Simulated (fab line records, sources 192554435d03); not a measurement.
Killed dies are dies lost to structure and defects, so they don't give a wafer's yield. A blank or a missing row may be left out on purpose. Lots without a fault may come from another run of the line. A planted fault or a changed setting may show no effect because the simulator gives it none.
Chamber matching | flow n5_finfet | N5_BEOL_M14_ETCH_67 on rie_diel-02: 4 sister chambers
The step etches SiARC in CF4, target depth 143 nm, time 238.3 s. 24 wafers are shown with their chamber, then 12 later ones without.

WAFERS WITH THEIR CHAMBER
wafer  | chamber | showerhead_plenum_p_Torr (Torr) | drypump_motor_current_A (A) | throttle_valve_pct (%)
L078.2 | 2       | 2.23                            | 6.2                         | 15.40
L078.3 | 0       | 2.03                            | 5.8                         | 15.64
L078.6 | 3       | 2.18                            | 5.7                         | 15.26
L081.3 | 1       | 2.15                            | 5.2                         | 15.55
L081.4 | 2       | 2.22                            | 6.2                         | 15.42
L081.6 | 2       | 2.22                            | 6.2                         | 15.41
L083.1 | 1       | 2.15                            | 5.2                         | 15.52
L083.2 | 0       | 2.03                            | 5.8                         | 15.68
L083.3 | 2       | 2.22                            | 6.2                         | 15.42
L083.4 | 3       | 2.17                            | 5.7                         | 15.26
L083.5 | 3       | 2.17                            | 5.6                         | 15.27
L083.6 | 2       | 2.22                            | 6.2                         | 15.43
L084.3 | 2       | 2.22                            | 6.2                         | 15.42
L084.4 | 1       | 2.15                            | 5.3                         | 15.53
L084.6 | 1       | 2.15                            | 5.2                         | 15.53
L088.1 | 0       | 2.02                            | 5.8                         | 15.70
L088.3 | 3       | 2.17                            | 5.7                         | 15.30
L088.4 | 1       | 2.15                            | 5.3                         | 15.55
L091.1 | 2       | 2.22                            | 6.2                         | 15.45
L091.2 | 1       | 2.15                            | 5.3                         | 15.56
L091.3 | 3       | 2.17                            | 5.7                         | 15.31
L091.4 | 1       | 2.15                            | 5.2                         | 15.55
L091.5 | 2       | 2.22                            | 6.2                         | 15.45
L091.6 | 3       | 2.17                            | 5.6                         | 15.29

SIGNATURES (means of the wafers above)
reading                  | chamber 0 | chamber 1 | chamber 2 | chamber 3 | scatter within a chamber
showerhead_plenum_p_Torr | 2.0267    | 2.1500    | 2.2213    | 2.1717    | 0.00345
drypump_motor_current_A  | 5.800     | 5.243     | 6.200     | 5.667     | 0.039
throttle_valve_pct       | 15.6733   | 15.5414   | 15.4250   | 15.2817   | 0.0195
Rule: a wafer's distance from a chamber is the root of the sum, over the readings, of the square of ((its reading less the chamber's mean) divided by the reading's scatter). The wafer belongs to the nearest chamber; if the next one is less than 2 further off, it can't be placed. The scatter: the root of (the sum of the squares of (reading less its chamber's mean) over the shown wafers, divided by (wafers less chambers)).

WAFERS WITHOUT THEIR CHAMBER
wafer  | showerhead_plenum_p_Torr (Torr) | drypump_motor_current_A (A) | throttle_valve_pct (%)
L090.1 | 2.15                            | 5.3                         | 15.55
L090.3 | 2.16                            | 5.7                         | 15.31
L090.5 | 2.15                            | 5.2                         | 15.57
L092.1 | 2.22                            | 6.2                         | 15.45
L092.2 | 2.16                            | 5.7                         | 15.31
L092.3 | 2.15                            | 5.2                         | 15.58
L092.4 | 2.22                            | 6.2                         | 15.45
L092.5 | 2.15                            | 5.2                         | 15.57
L092.6 | 2.17                            | 5.6                         | 15.32
L097.1 | 2.27                            | 5.8                         | 15.23
L097.3 | 2.14                            | 5.3                         | 15.61
L097.6 | 2.16                            | 5.6                         | 15.34

WHICH CHAMBER EACH WENT THROUGH
wafer  | from the rows above | in truth
L090.1 | 1                   | 1
L090.3 | 3                   | 3
L090.5 | 1                   | 1
L092.1 | 2                   | 2
L092.2 | 3                   | 3
L092.3 | 1                   | 1
L092.4 | 2                   | 2
L092.5 | 1                   | 1
L092.6 | 3                   | 3
L097.1 | 2                   | 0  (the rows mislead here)
L097.3 | 1                   | 1
L097.6 | 3                   | 3
Placed correctly: 11 of 12. Can't be placed from these rows: 0. Placed wrongly: 1.
